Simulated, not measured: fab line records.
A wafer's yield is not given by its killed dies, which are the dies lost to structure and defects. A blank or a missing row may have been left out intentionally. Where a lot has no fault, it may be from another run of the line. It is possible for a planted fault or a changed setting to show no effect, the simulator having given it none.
fab line records -- flow n5Finfet -- part 1 of 2: steps 1 to 22 of 28
record: lots: 5, wafers: 15, lastDay: 16
route steps=1938 shown FIN_SAQP@146 FIN_CUT@154
lots that met no fault: taken from a fault-free run of the same line
startH: the number of hours between the record's first day and the start of the first shown wafer of the lot -- waitH: hours elapsed since this lot's preceding step -- " same as the row above -- L1.1+2: several wafers, shown together as one row -- - no value present, or no start provided -- * or withheld: withheld -- < > ~ a bound
route shown NAME@n: NAME is a module with steps in the file, n the number in the route of the first one -- usual: mean and standard deviation over wafers with no fault -- same: alike in all rows -- chamber/n: place in a boat -- sites: per-site readings -- _std_site: the standard deviation of these -- _edge_site: outer sites' mean less inner sites' -- radiusMm: how far each site lies from the wafer's centre -- mask NAME#n: copy n -- behind: the most recent tool/chamber to have shaped the wafer -- hold: why the lot went on hold/how many hours it stayed there/how the hold came to an end -- device: the n, p or np transistor that did not switch -- end of line: the route-end tests of the same wafers -- a step without rows: its recipe alone -- killed: not the wafer's yield, but the dies lost to structure and defects at the first sort -- map: a wafer's dies, marking killed ones x, the rest . and places with no die _
set.NAME: setting as actually run; set.NAME@STEP: the setting as run at that earlier step -- model.NAME: the simulator's own value behind a step, which no gauge read
lots at some steps of the route; a table a step, a row a wafer
services: a tool's chamber out of use, with start hour (startH, from the record's first day; less than 0 if before it), hours out, and reason
== steps ==
step: N5_FIN_SAQP_ETCH_64
recipe: chemistry: CF4, target: SiO2, targetDepthA: 15, ionEnergyEv: 350, pressureMtorr: 10, icpW: 800, biasW: 400, cf4FlowSccm: 80
usual: biasW: 399.9/1.2, drypumpMotorCurrentA: 5.5/0.33, oesProductAu: 1.004/0.025, throttleValvePct: 21.75/0.29
lot.wafer,tool,chamber,startH,waitH,biasW,drypumpMotorCurrentA,oesProductAu,rfHoursCounterH,throttleValvePct
L074.2,rieSi-01,1,27.78,0.0,402.0,5.9,0.970,109,21.60
L074.3,rieSi-01,0,27.78,0.0,402.1,5.2,0.993,43,22.16
L074.5,rieSi-01,2,27.78,0.0,400.2,5.3,1.019,-,21.86
L076.2,rieSi-04,3,39.27,0.0,400.7,5.2,1.017,50,21.60
L076.4,rieSi-04,2,39.27,0.0,400.3,6.0,1.026,100,22.05
L076.6,rieSi-04,2,39.27,0.0,401.7,6.0,1.027,-,22.07
L077.1,rieSi-05,2,43.56,0.0,400.6,5.8,0.980,90,21.48
L077.5,rieSi-05,1,43.56,0.0,398.6,4.8,0.979,-,21.43
L077.6,rieSi-05,0,43.56,0.0,400.1,5.6,1.023,-,22.25
L085.1,rieSi-01,1,93.16,0.0,401.0,5.9,0.954,110,21.60
L085.4,rieSi-01,0,93.16,0.0,396.2,5.2,0.987,44,22.17
L085.5,rieSi-01,1,93.16,0.0,398.4,5.9,0.959,-,21.59
L093.2,rieSi-04,2,140.79,0.0,400.0,6.0,1.021,102,22.06
L093.5,rieSi-04,1,140.79,0.0,400.3,5.4,1.016,-,21.41
L093.6,rieSi-04,2,140.79,0.0,398.9,6.0,1.030,-,22.05
step: N5_FIN_SAQP_FIN_ETCH_36
recipe: chemistry: HBr/Cl2/O2, targetDepthA: 1200, maskMaterial: SiNx, timeS: 50.4, biasW: 102, pressureMtorr: 10, icpW: 800, HBr_flow_sccm: 150, Cl2_flow_sccm: 80, O2_flow_sccm: 12
usual: biasW: 102.0/0.33, drypumpMotorCurrentA: 5.5/0.33, mfcCl2Sccm: 80.00/0.25, oes_o_777_au: 1.01/0.056, oesProductAu: 1.003/0.024, throttleValvePct: 36.0/0.33
lot.wafer,tool,chamber,startH,waitH,biasW,drypumpMotorCurrentA,mfcCl2Sccm,oes_o_777_au,oesProductAu,rfHoursCounterH,throttleValvePct
L074.2,rieSi-01,1,27.80,0.0,102.0,5.9,80.19,0.95,0.969,109,35.4
L074.3,rieSi-01,0,27.80,0.0,101.8,5.2,80.24,0.96,0.993,43,36.5
L074.5,rieSi-01,2,27.80,0.0,102.0,5.3,80.16,1.02,1.014,-,36.3
L076.2,rieSi-04,3,39.29,0.0,101.9,5.2,79.72,1.03,1.022,50,35.9
L076.4,rieSi-04,2,39.29,0.0,102.1,6.0,80.06,1.05,1.016,100,36.3
L076.6,rieSi-04,2,39.29,0.0,102.2,6.0,80.28,1.04,1.031,-,36.3
L077.1,rieSi-05,2,43.58,0.0,102.6,5.7,79.95,0.98,0.972,90,35.8
L077.5,rieSi-05,1,43.58,0.0,102.4,4.8,79.89,0.97,0.976,-,35.8
L077.6,rieSi-05,0,43.58,0.0,101.5,5.6,79.92,1.10,1.009,-,36.7
L085.1,rieSi-01,1,93.18,0.0,102.5,5.9,79.73,0.94,0.963,110,35.4
L085.4,rieSi-01,0,93.18,0.0,101.9,5.2,80.14,0.96,0.986,44,36.5
L085.5,rieSi-01,1,93.18,0.0,102.5,5.9,79.79,0.95,0.968,-,35.4
L093.2,rieSi-04,2,140.81,0.0,102.1,6.0,79.66,1.05,1.009,102,36.3
L093.5,rieSi-04,1,140.81,0.0,101.6,5.4,80.18,0.96,1.022,-,35.6
L093.6,rieSi-04,2,140.81,0.0,101.6,6.0,79.59,1.06,1.029,-,36.3
step: N5_FIN_SAQP_CD_MEAS_37
recipe: targetCdNm: 8, polarity: line
usual: cdNm: 8.13/0.25
lot.wafer,tool,chamber,startH,waitH,cdNm
L074.2,cdSem-01,-,27.92,0.1,8.49
L074.3,cdSem-01,-,27.92,0.1,8.21
L074.5,cdSem-01,-,27.92,0.1,8.00
L076.2,cdSem-03,-,39.41,0.1,8.16
L076.4,cdSem-03,-,39.41,0.1,7.89
L076.6,cdSem-03,-,39.41,0.1,7.82
L077.1,cdSem-01,-,43.70,0.1,8.16
L077.5,cdSem-01,-,43.70,0.1,8.20
L077.6,cdSem-01,-,43.70,0.1,8.33
L085.1,cdSem-03,-,93.30,0.1,8.11
L085.4,cdSem-03,-,93.30,0.1,8.06
L085.5,cdSem-03,-,93.30,0.1,7.98
L093.2,cdSem-01,-,140.93,0.1,8.36
L093.5,cdSem-01,-,140.93,0.1,8.28
L093.6,cdSem-01,-,140.93,0.1,8.08
step: N5_FIN_SAQP_PRECLEAN_38
recipe: chemistry: O3/DIW, timeS: 45, tempC: 22, o3Ppm: 10
lot.wafer,tool,chamber,startH,waitH
L074.2+3+5,wetBench-01,"1,6,2",27.96,0.0
L076.2+4+6,wetBench-05,"5,0,7",39.45,0.0
L077.1+5+6,wetBench-01,"2,3,4",43.74,0.0
L085.1+4+5,wetBench-03,"4,3,5",93.35,0.0
L093.2+5+6,wetBench-03,"4,6,5",140.97,0.0
step: N5_FIN_SAQP_PRECLEAN_45
recipe: chemistry: dHF, timeS: 10, dilution: 500:1, tempC: 25
lot.wafer,tool,chamber,startH,waitH
L074.2+3+5,wetBench-01,"1,6,2",27.98,0.0
L076.2+4+6,wetBench-05,"5,0,7",39.47,0.0
L077.1+5+6,wetBench-01,"2,3,4",43.76,0.0
L085.1+4+5,wetBench-03,"4,3,5",93.38,0.0
L093.2+5+6,wetBench-03,"4,6,5",140.98,0.0
step: N5_FIN_SAQP_SRD_39
recipe: dry: ipaMarangoni, timeS: 30, tempC: 23, rinseLiquid: diw
lot.wafer,tool,chamber,startH,waitH
L074.2+3+5,wetBench-01,"1,6,2",27.98,0.0
L076.2+4+6,wetBench-05,"5,0,7",39.47,0.0
L077.1+5+6,wetBench-01,"2,3,4",43.76,0.0
L085.1+4+5,wetBench-03,"4,3,5",93.38,0.0
L093.2+5+6,wetBench-03,"4,6,5",140.99,0.0
step: N5_FIN_SAQP_OCD_MEAS_76
usual: trenchDepthNm: 120.2/2.2
lot.wafer,tool,chamber,startH,waitH,trenchDepthNm
L074.2,ocd-01,-,28.02,0.0,119.4
L074.3,ocd-01,-,28.02,0.0,117.1
L074.5,ocd-01,-,28.02,0.0,120.0
L076.2,ocd-01,-,39.51,0.0,121.7
L076.4,ocd-01,-,39.51,0.0,120.8
L076.6,ocd-01,-,39.51,0.0,120.8
L077.1,ocd-01,-,43.80,0.0,120.9
L077.5,ocd-01,-,43.80,0.0,119.0
L077.6,ocd-01,-,43.80,0.0,122.3
L085.1,ocd-02,-,93.44,0.0,118.5
L085.4,ocd-02,-,93.44,0.0,115.0
L085.5,ocd-02,-,93.44,0.0,118.0
L093.2,ocd-01,-,141.03,0.0,119.5
L093.5,ocd-01,-,141.03,0.0,120.8
L093.6,ocd-01,-,141.03,0.0,121.0
step: N5_FIN_SAQP_INSPECT_40
recipe: inspectInstrument: brightfield, mode: aei
usual: rawDefectCount: 204/51
lot.wafer,tool,chamber,startH,waitH,rawDefectCount
L074.2,defectInspect-02,-,28.05,0.0,294
L074.3,defectInspect-02,-,28.05,0.0,218
L074.5,defectInspect-02,-,28.05,0.0,218
L076.2,defectInspect-02,-,39.54,0.0,192
L076.4,defectInspect-02,-,39.54,0.0,185
L076.6,defectInspect-02,-,39.54,0.0,169
L077.1,defectInspect-01,-,43.83,0.0,213
L077.5,defectInspect-01,-,43.83,0.0,228
L077.6,defectInspect-01,-,43.83,0.0,265
L085.1,defectInspect-01,-,93.47,0.0,273
L085.4,defectInspect-01,-,93.47,0.0,217
L085.5,defectInspect-01,-,93.47,0.0,262
L093.2,defectInspect-02,-,141.06,0.0,127
L093.5,defectInspect-02,-,141.06,0.0,156
L093.6,defectInspect-02,-,141.06,0.0,177
step: N5_FIN_CUT_COAT_18
recipe: resist: SOC, tempC: 250, timeS: 60, spinRpm: 1500, resistThkNm: 230
usual: chillPlateTempC: 23.01/0.092
lot.wafer,tool,chamber,startH,waitH,chillPlateTempC
L074.2,lithoTrack-01,0,28.08,0.0,23.02
L074.3,lithoTrack-01,0,28.08,0.0,23.07
L074.5,lithoTrack-01,0,28.08,0.0,23.07
L076.2,lithoTrack-01,0,39.57,0.0,23.05
L076.4,lithoTrack-01,0,39.57,0.0,23.06
L076.6,lithoTrack-01,0,39.57,0.0,22.85
L077.1,lithoTrack-01,0,43.86,0.0,22.90
L077.5,lithoTrack-01,0,43.86,0.0,23.01
L077.6,lithoTrack-01,0,43.86,0.0,22.97
L085.1,lithoTrack-02,0,93.50,0.0,23.00
L085.4,lithoTrack-02,0,93.50,0.0,22.96
L085.5,lithoTrack-02,0,93.50,0.0,22.99
L093.2,lithoTrack-02,0,141.09,0.0,23.00
L093.5,lithoTrack-02,0,141.09,0.0,23.07
L093.6,lithoTrack-02,0,141.09,0.0,22.99
step: N5_FIN_CUT_COAT_19
recipe: resist: SiARC, tempC: 220, timeS: 60, spinRpm: 1500, resistThkNm: 20
usual: chillPlateTempC: 22.99/0.11
lot.wafer,tool,chamber,startH,waitH,chillPlateTempC
L074.2,lithoTrack-01,0,-,-,23.15
L074.3,lithoTrack-01,0,-,-,23.13
L074.5,lithoTrack-01,0,-,-,23.09
L076.2,lithoTrack-01,0,-,-,22.94
L076.4,lithoTrack-01,0,-,-,22.97
L076.6,lithoTrack-01,0,-,-,23.03
L077.1,lithoTrack-01,0,-,-,23.11
L077.5,lithoTrack-01,0,-,-,23.15
L077.6,lithoTrack-01,0,-,-,23.06
L085.1,lithoTrack-02,0,-,-,23.09
L085.4,lithoTrack-02,0,-,-,22.93
L085.5,lithoTrack-02,0,-,-,23.19
L093.2,lithoTrack-02,0,-,-,23.01
L093.5,lithoTrack-02,0,-,-,22.95
L093.6,lithoTrack-02,0,-,-,22.87
step: N5_FIN_CUT_COAT_29
recipe: resist: underlayer, tempC: 205, timeS: 60, spinRpm: 1500, resistThkNm: 10
usual: chillPlateTempC: 23.00/0.11
lot.wafer,tool,chamber,startH,waitH,chillPlateTempC
L074.2,lithoTrack-01,0,-,-,23.12
L074.3,lithoTrack-01,0,-,-,22.86
L074.5,lithoTrack-01,0,-,-,22.97
L076.2,lithoTrack-01,0,-,-,22.92
L076.4,lithoTrack-01,0,-,-,22.90
L076.6,lithoTrack-01,0,-,-,22.84
L077.1,lithoTrack-01,0,-,-,23.03
L077.5,lithoTrack-01,0,-,-,23.08
L077.6,lithoTrack-01,0,-,-,23.09
L085.1,lithoTrack-02,0,-,-,22.94
L085.4,lithoTrack-02,0,-,-,23.02
L085.5,lithoTrack-02,0,-,-,22.94
L093.2,lithoTrack-02,0,-,-,22.91
L093.5,lithoTrack-02,0,-,-,23.08
L093.6,lithoTrack-02,0,-,-,23.14
step: N5_FIN_CUT_COAT_02
recipe: resist: CAR-EUV, spinRpm: 1500, resistThkNm: 30
usual: chillPlateTempC: 23.02/0.1
lot.wafer,tool,chamber,startH,waitH,chillPlateTempC
L074.2,lithoTrack-01,0,-,-,23.07
L074.3,lithoTrack-01,0,-,-,23.13
L074.5,lithoTrack-01,0,-,-,23.24
L076.2,lithoTrack-01,0,-,-,22.94
L076.4,lithoTrack-01,0,-,-,22.98
L076.6,lithoTrack-01,0,-,-,22.99
L077.1,lithoTrack-01,0,-,-,23.00
L077.5,lithoTrack-01,0,-,-,23.01
L077.6,lithoTrack-01,0,-,-,23.00
L085.1,lithoTrack-02,0,-,-,23.00
L085.4,lithoTrack-02,0,-,-,23.00
L085.5,lithoTrack-02,0,-,-,22.88
L093.2,lithoTrack-02,0,-,-,23.20
L093.5,lithoTrack-02,0,-,-,23.02
L093.6,lithoTrack-02,0,-,-,23.10
step: N5_FIN_CUT_EBR_04
recipe: solvent: PGMEA, ebrWidthMm: 1.5
usual: chillPlateTempC: 23.02/0.1
lot.wafer,tool,chamber,startH,waitH,chillPlateTempC
L074.2,lithoTrack-01,0,-,-,23.14
L074.3,lithoTrack-01,0,-,-,23.14
L074.5,lithoTrack-01,0,-,-,23.11
L076.2,lithoTrack-01,0,-,-,22.91
L076.4,lithoTrack-01,0,-,-,22.98
L076.6,lithoTrack-01,0,-,-,23.09
L077.1,lithoTrack-01,0,-,-,23.13
L077.5,lithoTrack-01,0,-,-,23.04
L077.6,lithoTrack-01,0,-,-,23.03
L085.1,lithoTrack-02,0,-,-,23.07
L085.4,lithoTrack-02,0,-,-,22.90
L085.5,lithoTrack-02,0,-,-,23.07
L093.2,lithoTrack-02,0,-,-,23.10
L093.5,lithoTrack-02,0,-,-,23.12
L093.6,lithoTrack-02,0,-,-,23.13
step: N5_FIN_CUT_SOFTBAKE_03
recipe: tempC: 110, timeS: 60, resist: CAR-EUV
usual: chillPlateTempC: 23.02/0.1
lot.wafer,tool,chamber,startH,waitH,chillPlateTempC
L074.2,lithoTrack-01,0,-,-,22.98
L074.3,lithoTrack-01,0,-,-,22.84
L074.5,lithoTrack-01,0,-,-,23.05
L076.2,lithoTrack-01,0,-,-,23.00
L076.4,lithoTrack-01,0,-,-,22.95
L076.6,lithoTrack-01,0,-,-,22.93
L077.1,lithoTrack-01,0,-,-,23.07
L077.5,lithoTrack-01,0,-,-,22.93
L077.6,lithoTrack-01,0,-,-,23.05
L085.1,lithoTrack-02,0,-,-,23.22
L085.4,lithoTrack-02,0,-,-,23.28
L085.5,lithoTrack-02,0,-,-,23.06
L093.2,lithoTrack-02,0,-,-,23.14
L093.5,lithoTrack-02,0,-,-,23.08
L093.6,lithoTrack-02,0,-,-,22.96
step: N5_FIN_CUT_EXPOSE_05
recipe: maskId: FIN_CUT, na: 0.33, sourceShape: annular, sigmaInner: 0.35, sigmaOuter: 0.8, polarization: unpolarized, doseMj: 45.75
lot.wafer,tool,chamber,startH,waitH,mask
L074.2+3+5,euvScanner-02,0,28.35,-,FIN_CUT#0
L076.2+4+6,euvScanner-01,0,39.72,-,FIN_CUT#0
L077.1+5+6,euvScanner-01,0,44.00,-,FIN_CUT#0
L085.1+4+5,euvScanner-02,0,93.76,-,FIN_CUT#0
L093.2+5+6,euvScanner-01,0,141.36,-,FIN_CUT#0
step: N5_FIN_CUT_PEB_06
recipe: pebTempC: 100, pebTimeS: 60, resist: CAR-EUV
usual: chillPlateTempC: 23.01/0.1
lot.wafer,tool,chamber,startH,waitH,chillPlateTempC
L074.2,lithoTrack-05,0,28.41,0.1,23.08
L074.3,lithoTrack-05,0,28.41,0.1,23.04
L074.5,lithoTrack-05,0,28.41,0.1,22.98
L076.2,lithoTrack-05,0,39.78,0.1,22.87
L076.4,lithoTrack-05,0,39.78,0.1,22.76
L076.6,lithoTrack-05,0,39.78,0.1,22.80
L077.1,lithoTrack-01,0,44.06,0.1,23.28
L077.5,lithoTrack-01,0,44.06,0.1,23.16
L077.6,lithoTrack-01,0,44.06,0.1,23.14
L085.1,lithoTrack-05,0,93.83,0.1,23.13
L085.4,lithoTrack-05,0,93.83,0.1,22.96
L085.5,lithoTrack-05,0,93.83,0.1,23.18
L093.2,lithoTrack-01,0,141.42,0.1,23.16
L093.5,lithoTrack-01,0,141.42,0.1,23.07
L093.6,lithoTrack-01,0,141.42,0.1,22.99
step: N5_FIN_CUT_DEVELOP_07
recipe: developTimeS: 30, developer: TMAH, resist: CAR-EUV, rinseLiquid: surfactantRinse, dry: airSpin, devTempC: 23
usual: chillPlateTempC: 22.99/0.11
lot.wafer,tool,chamber,startH,waitH,chillPlateTempC
L074.2,lithoTrack-05,0,-,-,22.95
L074.3,lithoTrack-05,0,-,-,23.05
L074.5,lithoTrack-05,0,-,-,23.05
L076.2,lithoTrack-05,0,-,-,23.01
L076.4,lithoTrack-05,0,-,-,23.05
L076.6,lithoTrack-05,0,-,-,23.11
L077.1,lithoTrack-01,0,-,-,22.84
L077.5,lithoTrack-01,0,-,-,22.95
L077.6,lithoTrack-01,0,-,-,22.87
L085.1,lithoTrack-05,0,-,-,23.07
L085.4,lithoTrack-05,0,-,-,23.02
L085.5,lithoTrack-05,0,-,-,22.99
L093.2,lithoTrack-01,0,-,-,23.05
L093.5,lithoTrack-01,0,-,-,23.19
L093.6,lithoTrack-01,0,-,-,23.19
step: N5_FIN_CUT_CD_MEAS_08
recipe: targetCdNm: 29.1, landingEnergyEv: 500, detector: seInlens, polarity: opening
usual: cdNm: 29.19/0.25
lot.wafer,tool,chamber,startH,waitH,cdNm
L074.2,cdSem-01,0,28.48,-,29.06
L074.3,cdSem-01,0,28.48,-,29.12
L074.5,cdSem-01,0,28.48,-,29.04
L076.2,cdSem-01,0,39.85,-,29.44
L076.4,cdSem-01,0,39.85,-,29.34
L076.6,cdSem-01,0,39.85,-,29.19
L077.1,cdSem-01,0,44.13,-,29.19
L077.5,cdSem-01,0,44.13,-,28.72
L077.6,cdSem-01,0,44.13,-,29.00
L085.1,cdSem-03,0,93.90,-,28.99
L085.4,cdSem-03,0,93.90,-,29.09
L085.5,cdSem-03,0,93.90,-,28.86
L093.2,cdSem-02,0,141.49,-,29.35
L093.5,cdSem-02,0,141.49,-,29.08
L093.6,cdSem-02,0,141.49,-,29.68
step: N5_FIN_CUT_OVL_MEAS_09
recipe: pointsPerWafer: 522
usual: FIN_CUT_OVL: 0.5/0.61
lot.wafer,tool,chamber,startH,waitH,FIN_CUT_OVL[nm]
L074.2,overlay-02,0,28.52,0.0,1.3
L074.3,overlay-02,0,28.52,0.0,1.0
L074.5,overlay-02,0,28.52,0.0,-0.3
L076.2,overlay-02,0,39.88,0.0,1.1
L076.4,overlay-02,0,39.88,0.0,0.2
L076.6,overlay-02,0,39.88,0.0,1.0
L077.1,overlay-01,0,44.16,0.0,0.6
L077.5,overlay-01,0,44.16,0.0,0.5
L077.6,overlay-01,0,44.16,0.0,0.1
L085.1,overlay-02,0,93.93,0.0,0.6
L085.4,overlay-02,0,93.93,0.0,-0.5
L085.5,overlay-02,0,93.93,0.0,-0.3
L093.2,overlay-01,0,141.52,0.0,-0.2
L093.5,overlay-01,0,141.52,0.0,0.8
L093.6,overlay-01,0,141.52,0.0,0.0
step: N5_FIN_CUT_INSPECT_10
recipe: mode: adi, inspectInstrument: brightfield
usual: rawDefectCount: 38/9.4
lot.wafer,tool,chamber,startH,waitH,rawDefectCount
L074.2,defectInspect-02,-,28.57,0.0,55
L074.3,defectInspect-02,-,28.57,0.0,44
L074.5,defectInspect-02,-,28.57,0.0,34
L076.2,defectInspect-02,-,39.93,0.0,37
L076.4,defectInspect-02,-,39.93,0.0,42
L076.6,defectInspect-02,-,39.93,0.0,26
L077.1,defectInspect-02,-,44.22,0.1,61
L077.5,defectInspect-02,-,44.22,0.1,37
L077.6,defectInspect-02,-,44.22,0.1,54
L085.1,defectInspect-02,-,93.99,0.1,69
L085.4,defectInspect-02,-,93.99,0.1,40
L085.5,defectInspect-02,-,93.99,0.1,50
L093.2,defectInspect-02,-,141.57,0.0,32
L093.5,defectInspect-02,-,141.57,0.0,31
L093.6,defectInspect-02,-,141.57,0.0,29
step: N5_FIN_CUT_DESCUM_13
recipe: chemistry: O2, timeS: 7, sourcePowerW: 50, biasPowerW: 20, pressureMtorr: 20, rfFrequencyHz: 2.712e+07, tempC: 40, resist: CAR-EUV, o2FlowSccm: 225
usual: drypumpMotorCurrentA: 5.83/0.22, oesProductAu: 0.77/0.076, rfVppV: 242.8/1.4, showerheadPlenumPTorr: 2.07/0.081, throttleValvePct: 20.53/0.17
lot.wafer,tool,chamber,startH,waitH,drypumpMotorCurrentA,oesProductAu,rfHoursCounterH,rfVppV,showerheadPlenumPTorr,throttleValvePct
L074.2,rieDiel-05,2,28.60,0.0,5.81,0.96,11,245.0,2.25,20.54
L074.3,rieDiel-05,1,28.60,0.0,5.68,0.72,195,242.5,2.09,20.47
L074.5,rieDiel-05,3,28.60,0.0,6.00,0.79,-,242.3,2.02,20.51
L076.2,rieDiel-03,1,39.97,0.0,5.58,0.79,130,241.8,2.02,20.46
L076.4,rieDiel-03,3,39.97,0.0,5.77,0.70,211,241.3,1.99,20.49
L076.6,rieDiel-03,1,39.97,0.0,5.56,0.80,-,242.0,2.02,20.46
L077.1,rieDiel-05,1,44.26,0.0,5.66,0.72,200,242.7,2.09,20.48
L077.5,rieDiel-05,2,44.26,0.0,5.81,0.95,-,245.2,2.24,20.56
L077.6,rieDiel-05,3,44.26,0.0,6.00,0.79,-,240.5,2.02,20.51
L085.1,rieDiel-04,2,94.12,0.1,5.59,0.71,226,241.1,1.97,20.40
L085.4,rieDiel-04,1,94.12,0.1,6.02,0.89,51,242.4,2.04,20.12
L085.5,rieDiel-04,0,94.12,0.1,5.49,0.75,-,240.5,1.99,20.42
L093.2,rieDiel-05,1,141.65,0.1,5.68,0.69,229,243.7,2.08,20.52
L093.5,rieDiel-05,1,141.65,0.1,5.68,0.69,-,241.6,2.08,20.52
L093.6,rieDiel-05,2,141.65,0.1,5.82,0.89,-,246.1,2.23,20.61
step: N5_FIN_CUT_ETCH_30
recipe: chemistry: N2/H2, target: underlayer, targetDepthA: 130, maskMaterial: CAR-EUV, timeS: 10.4, ionEnergyEv: 200, pressureMtorr: 30, sourceW: 840, biasW: 150, n2FlowSccm: 200, h2FlowSccm: 200, ends: cleared
usual: biasW: 150.0/0.44, drypumpMotorCurrentA: 5.84/0.22, etchRfOnTimeS: 10.37/0.14, oesProductAu: 0.66/0.061, rfVppV: 522.9/2.7, showerheadPlenumPTorr: 2.51/0.094, throttleValvePct: 17.95/0.16
lot.wafer,tool,chamber,startH,waitH,biasW,drypumpMotorCurrentA,etchRfOnTimeS,oesProductAu,rfHoursCounterH,rfVppV,showerheadPlenumPTorr,throttleValvePct
L074.2,rieDiel-05,2,28.64,0.0,149.6,5.81,10.20,0.83,11,527.8,2.72,17.93
L074.3,rieDiel-05,1,28.64,0.0,150.1,5.70,10.58,0.61,195,522.3,2.52,17.92
L074.5,rieDiel-05,3,28.64,0.0,149.8,6.01,10.47,0.67,-,521.3,2.45,17.83
L076.2,rieDiel-03,1,40.00,0.0,150.8,5.57,10.17,0.68,130,519.7,2.46,18.08
L076.4,rieDiel-03,3,40.00,0.0,149.5,5.75,10.09,0.61,211,521.0,2.41,17.91
L076.6,rieDiel-03,1,40.00,0.0,149.8,5.56,10.19,0.67,-,521.2,2.46,18.09
L077.1,rieDiel-05,1,44.29,0.0,150.2,5.68,10.53,0.61,200,524.0,2.52,17.93
L077.5,rieDiel-05,2,44.29,0.0,149.8,5.81,10.31,0.81,-,529.8,2.72,17.95
L077.6,rieDiel-05,3,44.29,0.0,149.7,5.99,10.54,0.66,-,521.9,2.45,17.83
L085.1,rieDiel-04,2,94.15,0.0,150.1,5.64,10.19,0.60,226,520.2,2.40,17.83
L085.4,rieDiel-04,1,94.15,0.0,150.2,6.04,10.40,0.74,51,522.0,2.49,17.64
L085.5,rieDiel-04,0,94.15,0.0,149.8,5.50,10.27,0.65,-,520.8,2.42,17.90
L093.2,rieDiel-05,1,141.68,0.0,149.5,5.67,10.62,0.59,229,523.7,2.51,17.98
L093.5,rieDiel-05,1,141.68,0.0,149.5,5.69,10.57,0.59,-,521.9,2.51,17.99
L093.6,rieDiel-05,2,141.68,0.0,149.7,5.80,10.18,0.76,-,529.5,2.71,17.98
